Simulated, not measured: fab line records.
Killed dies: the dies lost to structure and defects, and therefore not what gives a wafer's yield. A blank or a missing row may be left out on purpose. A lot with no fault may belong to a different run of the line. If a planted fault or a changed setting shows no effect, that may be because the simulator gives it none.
Comparing a struck lot with a sound one || flow n5-finfet || 38 steps out of a route of 1938
Sound: the wafers L447.1, L447.2, L447.5. Struck: wafer L465.4. (L465.5, L465.6 of the same lot were not struck and are left out.) The cause comes at the end.
At each step with rows: each side's tool, then ch and its chambers, then its first start. Under that, the readings that differ: sound wafers || struck wafers || difference of the means || sigmas: that difference in standard deviations of wafers without a fault.
alike: readings whose means differ by less than 2 such deviations, and words and numbers that are the same on both sides. not compared: withheld readings, readings that some wafer has no value for, bounds like >300 that may hide the same value, and numbers for which the record gives no deviation and whose values overlap.
Wherever a step has rows on one side only, a row that says differs or no value, or a row with sigmas, the two part there. Numbers that don't overlap but have no deviation are shown without sigmas and don't part them. Lack of a reading on every wafer of one side parts them only where that side has two or more wafers.

first, 9 steps without rows for these wafers: N5_BEOL_M4_ANNEAL_95 (time 240 s); N5_BEOL_M4_SPUTTER_96 (material Cu, target thk 4.5 nm, time 8.29 s); N5_BEOL_M4_ECD_50 (material Cu, target thk 300 nm); N5_BEOL_M4_ANNEAL_51 (time 90 s); N5_BEOL_M4_CMP_52 (polishes, stops on SiOC, t overpolish 6.8 s, target thk 40 nm); N5_BEOL_M4_PRE_CLEAN_60 (time 15 s); N5_BEOL_M4_CO_CAP_55 (material Co, precursor CCTBA/H2, target thk 2 nm, time 102.1 s); N5_BEOL_M4_PRE_CLEAN_56 (time 15 s); N5_BEOL_M4_DEP_57 (deposits SiCN from 3MS/NH3, target thk 8 nm, time 14 s).
N5_BEOL_M4_RC_MEAS_101:
  sound on prober-02 ch 0, day 9 00:00; struck on prober-01 ch 0, day 12 22:23
  alike: DIBL_N, DIBL_P, IOFF_N, IOFF_P, ION_N, ION_P, SS_N, SS_P, VT_N, VT_P
then, 24 steps without rows for these wafers: N5_BEOL_M5_ILD_DEP_00 (deposits SiCOH lowk from DEMS/porogen, target thk 140.64 nm, time 25.9 s); N5_BEOL_M5_CURE_79 (cures SiCOH lowk, time 240 s); N5_BEOL_M5_PECVD_70 (deposits SiO2 from TEOS/O2, target thk 16 nm, time 18 s); N5_BEOL_M5_HM_DEP_02 (deposits TiN, target thk 20 nm); N5_BEOL_M5_COAT_59 (time 60 s, resist thk 60 nm); N5_BEOL_M5_COAT_60 (time 60 s, resist thk 12 nm); N5_BEOL_M5_COAT_71 (time 60 s, resist thk 5 nm); N5_BEOL_M5_COAT_05 (resist thk 30 nm); N5_BEOL_M5_EBR_07; N5_BEOL_M5_SOFTBAKE_06 (time 60 s); N5_BEOL_M5_EXPOSE_08 (exposes mask M5, target cd 28 nm); N5_BEOL_M5_PEB_09 (peb time 60 s); N5_BEOL_M5_DEVELOP_10 (develop time 30 s); N5_BEOL_M5_DESCUM_16 (chemistry O2, time 7 s); N5_BEOL_M5_ETCH_72 (etches underlayer in N2/H2, target depth 6.5 nm, time 5.2 s); N5_BEOL_M5_ETCH_61 (etches SiARC in CF4, target depth 15.6 nm, time 26 s); N5_BEOL_M5_ETCH_62 (etches SOC in N2/H2, target depth 75 nm, overetch 15 nm, time 112.5 s); N5_BEOL_M5_STRIP_63 (strips in N2/H2); N5_BEOL_M5_STRIP_73 (strips in N2/H2); N5_BEOL_M5_STRIP_64 (strips in CF4); N5_BEOL_M5_HM_OPEN_17 (chemistry Cl2/BCl3, target TiN, target depth 20 nm, overetch 6 nm); N5_BEOL_M5_STRIP_19 (strips in O2); N5_BEOL_M5_COAT_65 (time 60 s, resist thk 60 nm); N5_BEOL_M5_COAT_66 (time 60 s, resist thk 12 nm).
N5_BEOL_M8_ILD_DEP_00: deposits SiCOH lowk from DEMS/porogen, target thk 179.75 nm, time 33.4 s.
  sound on pecvd-02 ch 0,1, day 10 01:59; struck on pecvd-02 ch 0, day 14 03:49
{"reading": "model.SiCOH_lowk_of_BEOL_M8_ILD_DEP_00.thk-nm (nm)", "sound": "175.4 178.4 178.8", "struck": 51.4, "difference": -126.1, "sigmas": ""}
  alike: heater-power-outer-w, heater-power-w, showerhead-plenum-p-Torr, throttle-valve-pct
  not compared: since-wet-clean-h
N5_BEOL_M8_THK_MEAS_01:
  struck on film-metro-01, day 14 04:22; sound on film-metro-02, day 10 02:34
{"reading": "M8_ILD_THK (nm)", "sound": "151.2 153.9 154.1", "struck": 44.0, "difference": -109.1, "sigmas": -52}
N5_BEOL_M8_CMP_52: polishes, stops on SiCOH lowk, t overpolish 6.9 s, target thk 80 nm.
  sound on cmp-01 ch 0,1,3, day 10 09:25; struck on cmp-04 ch 0, day 14 13:19
{"reading": "model.SiCOH_lowk_of_BEOL_M8_ILD_DEP_00.thk-nm (nm)", "sound": "148.2 150.8 151.2", "struck": 41, "difference": -109, "sigmas": ""}
  alike: motor-current-A
-- the record jumps here: 3 days lie between the struck wafers' starts before and after (it left off in module BEOL_M8 and takes up again in module PASSIVATION, whose first step shown is number 1936 of the route) --
N5_PASSIVATION_PROBE_49:
  record: rows for the struck wafers here (prober-02, day 17 05:07), none for the sound ones

== WHERE THEY PART ==
Earliest at N5_BEOL_M8_THK_MEAS_01; latest, in this record, at N5_PASSIVATION_PROBE_49.

WHY: what had been put in by the simulator
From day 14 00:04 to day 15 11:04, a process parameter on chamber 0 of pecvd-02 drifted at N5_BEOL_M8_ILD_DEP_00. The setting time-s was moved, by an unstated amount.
